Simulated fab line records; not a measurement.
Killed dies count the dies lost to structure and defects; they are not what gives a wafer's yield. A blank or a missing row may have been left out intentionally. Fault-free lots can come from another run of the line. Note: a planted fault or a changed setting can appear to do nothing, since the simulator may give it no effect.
3 desks, one fault | flow nand_harc | each desk has only its own numbers; what lay behind them comes last

THE DEFECT DESK
Counts from the inspections along the route, per lot, as means over the sampled wafers that have a number. Any lot whose mean is over 4 standard deviations away from the usual mean is out of limits and marked OUT; that distance is given in the brackets.
Columns: A = raw_defect_count at NHARC_P_STI_INSPECT_25, usual 196
lot  | first seen here | A
L488 | day 3 12:13     | 240
L489 | day 3 22:22     | 166
L491 | day 4 09:22     | 148
L493 | day 5 00:29     | 223
L494 | day 5 07:16     | 135
L497 | day 5 20:26     | 154
L498 | day 6 07:42     | 167
L500 | day 6 22:09     | 196
L507 | day 8 09:49     | 200
L509 | day 9 02:04     | 322
L510 | day 9 06:41     | 173
L511 | day 9 06:41     | 167
Finding of this desk: none of the 12 lots has anything out of limits.

METROLOGY DESK
What the gauges read for every lot (on any tool): the sampled wafers with a number, averaged. Any lot whose mean is over 4 standard deviations away from the usual mean is out of limits and marked OUT; that distance is given in the brackets.
Columns: A = cd_nm at NHARC_P_GATE_CD_MEAS_26, usual 119.8 nm
lot  | first seen here | A
L488 | day 4 11:19     | 120.4
L489 | day 4 21:40     | 119.6
L491 | day 5 08:41     | 120.6
L493 | day 5 23:38     | 118.8
L494 | day 6 08:07     | 120.1
L497 | day 6 18:25     | 119.1
L498 | day 7 06:33     | 119.2
L500 | day 7 20:08     | 119.7
L507 | day 9 09:24     | 117.0 (-4.1) OUT
L509 | day 10 00:46    | 120.2
L510 | day 10 06:43    | 120.1
L511 | day 10 07:17    | 120.3
This desk finds L507 out of limits, L507 being first, at day 9 09:24 (cd_nm at NHARC_P_GATE_CD_MEAS_26). Within limits: L488, L489, L491, L493, L494, L497, L498, L500, L509, L510, L511.

AT THE TOOL OWNER'S DESK: litho_track-01
The tool's own readings at NHARC_P_GATE_PEB_24 (peb time 65 s): means of the sampled wafers that have a number, for each lot that ran on this tool. Any lot whose mean is over 4 standard deviations away from the usual mean is out of limits and marked OUT; that distance is given in the brackets.
Columns: A = heater_power_total_W at NHARC_P_GATE_PEB_24, usual 156.6 W; B = plate_temp_C at NHARC_P_GATE_PEB_24, usual 100.02 C
lot  | first seen here | A     | B
L493 | day 5 23:33     | 156.6 | 100.03
L497 | day 6 18:20     | 156.5 | 100.04
L498 | day 7 06:28     | 156.9 | 99.99
L507 | day 9 09:19     | 156.6 | 99.95
Finding of this desk: none of the 4 lots has anything out of limits.

BROUGHT TOGETHER
The metrology desk could have raised an alarm at day 9 09:24, on L507.
Nothing the defect desk looked at was out of limits.
The desk of the tool owner found nothing out of limits.
The defect desk has L507 on record, within its limits.
Tool owner's desk: L507 on record, inside its limits.
NHARC_P_GATE_PEB_24 was run on litho_track-01 by each of the lots named.

WHAT THE SIMULATOR HAD INSERTED
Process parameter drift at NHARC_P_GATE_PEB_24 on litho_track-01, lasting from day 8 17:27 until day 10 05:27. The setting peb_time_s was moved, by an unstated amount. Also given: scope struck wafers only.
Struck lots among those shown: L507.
Delay in hours, fault start to first out-of-limits reading, per desk: metrology desk 16.
